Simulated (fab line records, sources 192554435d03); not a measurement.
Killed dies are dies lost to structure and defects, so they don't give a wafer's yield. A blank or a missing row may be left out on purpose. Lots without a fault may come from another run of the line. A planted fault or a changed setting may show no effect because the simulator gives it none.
Which tool did it? | flow n5_finfet | 11 lots, 33 wafers sampled, at 1 step of a route of 1938

WHAT THE GAUGES READ, wafer by wafer
N5_DUMMY_GATE_INSPECT_17: inspects for defects (brightfield).
lot  | measured    | on                | raw_defect_count
L591 | day 3 12:20 | defect_inspect-02 | 234 297 192
L592 | day 3 17:56 | defect_inspect-01 | 304 201 134
L593 | day 3 21:26 | defect_inspect-02 | 212 144 180
L594 | day 4 04:03 | defect_inspect-02 | 221 180 246
L595 | day 4 09:25 | defect_inspect-01 | 187 251 223
L596 | day 4 15:17 | defect_inspect-02 | 193 274 206
L601 | day 5 21:46 | defect_inspect-02 | 214 177 316
L602 | day 6 03:47 | defect_inspect-01 | 197 152 148
L603 | day 6 12:05 | defect_inspect-01 | 228 317 396
L609 | day 8 00:03 | defect_inspect-02 | 263 305 269
L612 | day 8 18:06 | defect_inspect-01 | 139 125 140

WHICH TOOL RAN EACH LOT (tool, then ch and the chambers of the sampled wafers, then the start)
The record holds no process step before these readings.

WHAT THE TOOLS THEMSELVES READ (means of the sampled wafers that have a number; where no wafer has one, the mark that the record gives instead)
The record holds no such reading with a usual standard deviation.

THE ANSWER, worked out from the rows above alone
Rule: what is usual is taken from the lots themselves. Put in order of their means at a reading, lots are off if they are a third of the lots or fewer, leave a main group of 4 or more, and stand apart from it by a gap of 3 or more times the standard deviation of the main group's means; of several such gaps the widest counts. A main group whose means are all the same, to the digits that the tables above print for the reading, isn't used. A lot without any number at a reading at which 4 lots or more have one is off too. The other lots that the step has rows for count as sound. The gauges are gone through in route order, then the tools' own readings, and for those a lot's mean is taken as printed above. The first step at which some lot is off is used, and at that step the reading that is off furthest; a lot without a number counts as furthest.
No lot is off at any reading shown: from this, nothing can be told.

WHAT THE SIMULATOR HAD PUT IN
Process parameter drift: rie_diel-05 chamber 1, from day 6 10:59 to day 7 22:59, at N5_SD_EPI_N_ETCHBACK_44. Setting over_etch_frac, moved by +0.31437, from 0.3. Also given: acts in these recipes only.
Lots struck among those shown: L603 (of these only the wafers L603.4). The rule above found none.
